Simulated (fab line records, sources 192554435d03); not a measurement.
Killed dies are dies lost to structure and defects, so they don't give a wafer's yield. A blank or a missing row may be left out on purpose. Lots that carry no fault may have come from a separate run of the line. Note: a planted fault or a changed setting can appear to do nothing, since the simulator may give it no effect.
Which tool is to blame? ; flow n5 finfet ; Sampling: 24 lots, 72 wafers, 6 of 1938 route steps

== WHAT THE GAUGES READ, wafer by wafer ==
N5_BEOL_M14_RS_MEAS_54: uses a four-point probe to measure.
lot;measured;on;M14_RS (ohm/sq)
L074;day 12 11:49;film metro-02;0.0338 0.0339 0.0338
L075;day 12 23:44;film metro-01;0.0344 0.0338 0.0332
L077;day 13 05:50;film metro-01;0.0336 0.0330 0.0330
L076;day 13 20:31;film metro-01;0.0337 0.0329 0.0337
L078;day 13 21:58;film metro-02;0.0335 0.0333 0.0329
L079;day 14 01:26;film metro-01;0.0339 0.0325 0.0331
L080;day 14 05:58;film metro-01;0.0339 0.0327 0.0334
L081;day 14 18:15;film metro-02;0.0343 0.0339 0.0336
L082;day 15 00:23;film metro-01;0.0337 0.0338 0.0332
L083;day 15 04:03;film metro-02;0.0340 0.0328 0.0327
L086;day 15 07:02;film metro-01;0.0335 0.0336 0.0329
L084;day 15 10:11;film metro-01;0.0334 0.0332 0.0330
L085;day 15 23:36;film metro-01;0.0332 0.0337 0.0342
L087;day 16 05:51;film metro-02;0.0345 0.0336 0.0331
L088;day 16 10:34;film metro-02;0.0337 0.0335 0.0338
L089;day 16 12:55;film metro-01;0.0335 0.0334 0.0331
L090;day 16 16:32;film metro-01;0.0343 0.0333 0.0342
L092;day 17 07:50;film metro-01;0.0328 0.0329 0.0330
L093;day 17 07:58;film metro-02;0.0332 0.0335 0.0330
L091;day 17 08:03;film metro-01;0.0330 0.0331 0.0331
L094;day 17 11:00;film metro-01;0.0331 0.0321 0.0330
L095;day 17 21:38;film metro-01;0.0335 0.0325 0.0329
L097;day 18 16:59;film metro-02;0.0334 0.0335 0.0323
L096;day 18 22:19;film metro-02;0.0322 0.0335 0.0335

N5_BEOL_M15_OVL_MEAS_11.
lot;measured;on;V14_OVL (nm)
L074;day 12 12:28;overlay-02;-5 -7 2
L075;day 13 00:31;overlay-01;-4 -7 -7
L077;day 13 06:28;overlay-01;4 0 0
L076;day 13 21:17;overlay-01;8 -1 6
L078;day 13 22:44;overlay-01;2 4 8
L079;day 14 02:12;overlay-01;-7 -8 -9
L080;day 14 06:36;overlay-02;4 2 0
L081;day 14 19:09;overlay-01;-3 -9 -5
L082;day 15 01:10;overlay-01;-6 -8 -7
L083;day 15 04:49;overlay-02;-3 -7 -13
L086;day 15 07:40;overlay-02;1 -4 5
L084;day 15 10:58;overlay-02;-4 -10 -9
L085;day 16 00:22;overlay-01;0 5 -1
L087;day 16 06:37;overlay-01;-10 -3 -9
L088;day 16 11:20;overlay-02;-3 -5 3
L089;day 16 13:41;overlay-02;-2 1 -4
L090;day 16 17:11;overlay-01;-9 -5 -3
L092;day 17 08:36;overlay-01;-4 0 -2
L093;day 17 08:46;overlay-01;-4 3 -8
L091;day 17 08:47;overlay-02;-3 -4 -3
L094;day 17 11:39;overlay-02;-8 -4 -9
L095;day 17 22:17;overlay-01;1 -2 4
L097;day 18 17:38;overlay-02;1 1 1
L096;day 18 22:58;overlay-01;-4 -4 1

N5_BEOL_M15_THK_MEAS_50: measures by xrf.
lot;measured;on;M15_THK (nm)
L074;day 12 18:20;film metro-02;856 866 861
L075;day 13 05:23;film metro-02;852 862 869
L077;day 13 11:27;film metro-01;849 878 873
L076;day 14 05:37;film metro-01;863 851 869
L078;day 14 02:49;film metro-02;864 879 858
L079;day 14 06:05;film metro-02;850 853 875
L080;day 14 14:10;film metro-01;865 881 866
L081;day 15 00:28;film metro-02;863 859 865
L082;day 15 06:08;film metro-02;866 863 871
L083;day 15 09:59;film metro-01;855 858 867
L086;day 15 13:04;film metro-01;861 842 858
L084;day 15 17:17;film metro-01;841 854 858
L085;day 16 05:11;film metro-01;881 866 882
L087;day 16 12:14;film metro-02;864 858 851
L088;day 16 17:35;film metro-02;865 857 861
L089;day 16 18:00;film metro-01;851 868 849
L090;day 16 20:46;film metro-01;861 850 853
L092;day 17 17:12;film metro-01;862 862 874
L093;day 17 17:35;film metro-02;831 828 835
L091;day 17 18:03;film metro-02;861 855 843
L094;day 17 18:19;film metro-02;838 846 863
L095;day 18 01:49;film metro-02;857 871 857
L097;day 18 21:55;film metro-01;863 866 858
L096;day 19 03:38;film metro-02;843 854 855

== EACH LOT AND THE TOOL THAT RAN IT (in order: tool; ch and the chambers of the sampled wafers; start) ==
lot;N5_BEOL_M14_CMP_49;N5_BEOL_M14_DEP_53;N5_BEOL_M15_ETCH_57
L074;cmp-01 ch 0,1,2, day 12 11:28;pecvd-03 ch 0,2, day 12 11:45;rie diel-01 ch 0,1,3, day 12 13:07
L075;cmp-04 ch 1,3, day 12 23:19;pecvd-01 ch 1,2, day 12 23:40;rie diel-06 ch 0,2,3, day 13 01:27
L077;cmp-04 ch 0,1, day 13 05:24;pecvd-04 ch 0,2, day 13 05:46;rie diel-04 ch 2,3, day 13 07:08
L076;cmp-02 ch 1,2,3, day 13 20:06;pecvd-03 ch 0,1,2, day 13 20:27;rie diel-04 ch 1,2, day 13 21:57
L078;cmp-04 ch 0,1,3, day 13 21:35;pecvd-01 ch 0,1,2, day 13 21:53;rie diel-01 ch 0,1, day 13 23:24
L079;cmp-01 ch 0,1,2, day 14 00:59;pecvd-01 ch 0,1,2, day 14 01:22;rie diel-01 ch 0,1,3, day 14 02:52
L080;cmp-04 ch 0,1, day 14 05:34;pecvd-04 ch 0,1,2, day 14 05:53;rie diel-06 ch 0,3, day 14 07:25
L081;cmp-01 ch 0,2,3, day 14 17:50;pecvd-04 ch 0,2, day 14 18:10;rie diel-06 ch 2,3, day 14 20:23
L082;cmp-01 ch 0,1,3, day 14 23:58;pecvd-03 ch 0,2, day 15 00:20;rie diel-01 ch 0,2,3, day 15 02:04
L083;cmp-01 ch 0,2,3, day 15 03:38;pecvd-01 ch 0,1,2, day 15 03:59;rie diel-01 ch 0,2, day 15 05:29
L086;cmp-01 ch 0,2,3, day 15 06:36;pecvd-04 ch 0,2, day 15 06:58;rie diel-06 ch 0,1,2, day 15 08:23
L084;cmp-04 ch 0,1,3, day 15 09:47;pecvd-03 ch 0,1, day 15 10:06;rie diel-06 ch 0,1,2, day 15 12:29
L085;cmp-04 ch 2,3, day 15 23:10;pecvd-03 ch 0,1,2, day 15 23:32;rie diel-06 ch 2,3, day 16 01:02
L087;cmp-01 ch 2,3, day 16 05:28;pecvd-04 ch 0,1, day 16 05:47;rie diel-01 ch 1,3, day 16 07:17
L088;cmp-02 ch 1,2, day 16 10:07;pecvd-01 ch 1,2, day 16 10:29;rie diel-04 ch 0,1,2, day 16 12:03
L089;cmp-02 ch 0,1,3, day 16 12:29;pecvd-01 ch 0,1,2, day 16 12:50;rie diel-01 ch 0,1,3, day 16 14:20
L090;cmp-01 ch 1,2, day 16 16:08;pecvd-03 ch 0,1,2, day 16 16:28;rie diel-04 ch 0,2, day 16 17:50
L092;cmp-02 ch 1,2, day 17 07:24;pecvd-03 ch 0,1, day 17 07:46;rie diel-06 ch 1,2,3, day 17 09:20
L093;cmp-01 ch 0,2,3, day 17 07:32;pecvd-03 ch 0,1, day 17 07:53;rie diel-01 ch 0,2, day 17 09:29
L091;cmp-02 ch 0,3, day 17 07:38;pecvd-04 ch 0,1,2, day 17 07:59;rie diel-04 ch 0,1,3, day 17 09:37
L094;cmp-01 ch 0,1, day 17 10:35;pecvd-01 ch 0,2, day 17 10:55;rie diel-06 ch 1,2, day 17 12:18
L095;cmp-02 ch 1,2, day 17 21:13;pecvd-03 ch 0,2, day 17 21:34;rie diel-04 ch 2,3, day 17 22:58
L097;cmp-01 ch 0,1, day 18 16:34;pecvd-04 ch 0,1, day 18 16:55;rie diel-06 ch 1,2,3, day 18 18:17
L096;cmp-04 ch 0,2,3, day 18 21:53;pecvd-04 ch 0,1,2, day 18 22:15;rie diel-06 ch 1,2,3, day 18 23:47
- N5_BEOL_M14_CMP_49: polishes, stops on SiO2, t overpolish 5.2 s, target thk 560 nm.
- N5_BEOL_M14_DEP_53: deposits SiCN from 3MS/NH3, target thk 50 nm, time 17.8 s.
- N5_BEOL_M15_ETCH_57: etches SOC in N2/H2, time 750 s.

== AS READ BY THE TOOLS THEMSELVES (means over the sampled wafers that have a number; for cases with no such wafer, the mark the record gives instead) ==
N5_BEOL_M14_CMP_49.
lot;tool;barrier field endpoint s (s);motor current A (A);overpolish run s (s);time to endpoint s (s)
L074;cmp-01;11.42;8.1;5.203;122.7
L075;cmp-04;11.43;8.6;5.201;121.8
L077;cmp-04;11.36;8.7;5.190;125.1
L076;cmp-02;11.24;8.1;5.196;122.2
L078;cmp-04;11.36;8.7;5.198;121.1
L079;cmp-01;11.12;8.2;5.203;118.4
L080;cmp-04;11.03;8.5;5.206;118.4
L081;cmp-01;11.53;8.1;5.213;123.0
L082;cmp-01;11.37;8.5;5.189;119.4
L083;cmp-01;11.42;8.0;5.202;120.4
L086;cmp-01;11.32;8.1;5.200;120.4
L084;cmp-04;11.62;8.4;5.204;122.0
L085;cmp-04;11.27;7.7;5.198;122.3
L087;cmp-01;11.48;8.0;5.194;122.1
L088;cmp-02;11.26;7.8;5.204;119.2
L089;cmp-02;11.54;8.0;5.194;125.0
L090;cmp-01;11.48;8.5;5.193;120.2
L092;cmp-02;11.30;7.8;5.197;121.9
L093;cmp-01;11.43;8.1;5.204;119.1
L091;cmp-02;11.13;8.3;5.200;122.6
L094;cmp-01;11.26;8.6;5.201;117.3
L095;cmp-02;11.62;7.9;5.203;123.7
L097;cmp-01;11.42;8.5;5.206;120.2
L096;cmp-04;11.48;8.0;5.199;122.4

N5_BEOL_M14_DEP_53.
lot;tool;showerhead plenum p Torr (Torr);throttle valve pct (%)
L074;pecvd-03;4.153;18.1
L075;pecvd-01;4.177;19.6
L077;pecvd-04;4.149;17.9
L076;pecvd-03;4.157;18.5
L078;pecvd-01;4.176;19.2
L079;pecvd-01;4.185;19.2
L080;pecvd-04;4.147;18.0
L081;pecvd-04;4.137;17.9
L082;pecvd-03;4.172;18.4
L083;pecvd-01;4.187;19.2
L086;pecvd-04;4.151;17.9
L084;pecvd-03;4.155;18.6
L085;pecvd-03;4.162;18.3
L087;pecvd-04;4.148;18.1
L088;pecvd-01;4.193;19.4
L089;pecvd-01;4.186;19.4
L090;pecvd-03;4.153;18.4
L092;pecvd-03;4.170;18.5
L093;pecvd-03;4.170;18.6
L091;pecvd-04;4.145;18.3
L094;pecvd-01;4.206;19.4
L095;pecvd-03;4.174;18.3
L097;pecvd-04;4.138;18.3
L096;pecvd-04;4.144;18.1

N5_BEOL_M15_ETCH_57.
lot;tool;drypump motor current A (A);oes product au (a.u.);rf vpp V (V);showerhead plenum p Torr (Torr);throttle valve pct (%)
L074;rie diel-01;5.9;0.82;524.4;2.54;17.61
L075;rie diel-06;6.0;0.81;522.4;2.53;17.90
L077;rie diel-04;5.9;0.81;523.6;2.52;17.76
L076;rie diel-04;6.1;0.73;523.2;2.50;18.00
L078;rie diel-01;5.9;0.78;524.4;2.56;17.71
L079;rie diel-01;5.9;0.81;523.3;2.53;17.62
L080;rie diel-06;5.5;0.74;521.8;2.46;18.04
L081;rie diel-06;6.1;0.80;522.9;2.52;17.99
L082;rie diel-01;5.3;0.78;521.9;2.48;17.67
L083;rie diel-01;5.3;0.76;522.5;2.51;17.76
L086;rie diel-06;5.9;0.79;524.4;2.55;17.80
L084;rie diel-06;6.0;0.80;524.0;2.55;17.81
L085;rie diel-06;6.1;0.89;525.9;2.63;17.85
L087;rie diel-01;6.3;0.78;523.6;2.52;17.68
L088;rie diel-04;5.9;0.77;524.5;2.58;17.88
L089;rie diel-01;5.8;0.79;523.2;2.53;17.65
L090;rie diel-04;5.6;0.81;524.4;2.60;17.76
L092;rie diel-06;5.6;0.91;525.9;2.59;17.72
L093;rie diel-01;5.2;0.75;523.1;2.51;17.79
L091;rie diel-04;5.7;0.79;525.9;2.63;17.74
L094;rie diel-06;5.5;0.91;523.0;2.52;17.61
L095;rie diel-04;6.0;0.78;523.5;2.51;17.81
L097;rie diel-06;5.5;0.89;525.4;2.59;17.74
L096;rie diel-06;5.6;0.89;524.6;2.59;17.75

== THE ANSWER, worked out from the rows above alone ==
Rule: the lots themselves supply what counts as usual. Put in order of their means at a reading, lots are off if they are a third of the lots or fewer, leave a main group of 4 or more, and stand apart from it by a gap of 3 or more times the standard deviation of the main group's means; of several such gaps the widest counts. If all means in a main group match to the digits the tables above print for the reading, that group is not used. A lot without any number at a reading at which 4 lots or more have one is off too. Any other lot the step has rows for is counted as sound. After the gauges, taken in route order, come the tools' own readings; for these a lot's mean is taken, as printed above. At the first step where some lot is off, the reading lying furthest off is the one used; lots without a number count as furthest.
No lot is off at any reading shown: from this, nothing can be told.

== WHAT THE SIMULATOR PUT IN ==
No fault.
